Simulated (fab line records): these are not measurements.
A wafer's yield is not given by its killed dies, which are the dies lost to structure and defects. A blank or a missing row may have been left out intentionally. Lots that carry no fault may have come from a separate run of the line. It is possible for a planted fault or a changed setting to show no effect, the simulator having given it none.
Matching of chambers    flow n5_finfet    4 sister chambers for N5_BEOL_M0_SAQP_MANDREL1_REMOVE_100 on rie_si-03
The step chemistry HBr/Cl2/O2, target a-Si, stops on SiNx, bt time 10 s. 14 wafers are shown with their chamber, then 7 later ones without.

WAFERS, EACH WITH ITS CHAMBER
wafer   chamber  throttle_valve_pct (%)  drypump_motor_current_A (A)  oes_product_au (a.u.)
L074.3  0        36.80                   5.38                         0.973
L074.4  2        36.59                   5.83                         1.004
L074.6  0        36.81                   5.42                         0.979
L077.1  2        36.59                   5.82                         1.008
L077.3  1        36.39                   5.61                         1.017
L077.4  3        36.84                   6.10                         1.032
L079.1  1        36.40                   5.61                         1.013
L079.5  1        36.41                   5.61                         1.037
L079.6  3        36.82                   6.03                         1.021
L083.2  1        36.40                   5.63                         1.023
L083.5  2        36.60                   5.82                         1.016
L083.6  1        36.41                   5.61                         1.024
L084.3  0        36.80                   5.39                         0.974
L084.5  1        36.40                   5.62                         1.028

SIGNATURES (means of the wafers above)
reading                  chamber 0  chamber 1  chamber 2  chamber 3  scatter within a chamber
throttle_valve_pct       36.8033    36.4017    36.5933    36.8300    0.00785
drypump_motor_current_A  5.3967     5.6150     5.8233     6.0650     0.0193
oes_product_au           0.97533    1.02367    1.00933    1.02650    0.00715
Rule: a wafer lies at a distance from a chamber equal to the root of the sum of squares, over the readings, of (its reading less the chamber's mean, divided by the reading's scatter). The wafer belongs to the nearest chamber; if the next one is less than 2 further off, it can't be placed. The scatter: the root of (the sum of the squares of (reading less its chamber's mean) over the shown wafers, divided by (wafers less chambers)).

WAFERS WITH NO CHAMBER GIVEN
wafer   throttle_valve_pct (%)  drypump_motor_current_A (A)  oes_product_au (a.u.)
L084.6  36.80                   5.39                         0.973
L086.4  36.85                   6.08                         1.024
L086.5  36.40                   5.60                         1.021
L086.6  36.58                   5.83                         1.001
L087.3  36.81                   5.40                         0.964
L087.4  36.83                   6.09                         1.027
L087.6  36.80                   5.41                         0.967

WHICH CHAMBER EACH ONE RAN IN
wafer   from the rows above  in truth
L084.6  0                    0
L086.4  3                    3
L086.5  1                    1
L086.6  2                    2
L087.3  0                    0
L087.4  3                    3
L087.6  0                    0
Placed correctly: 7 of 7. Not placeable from these rows: 0. Number placed wrongly: 0.
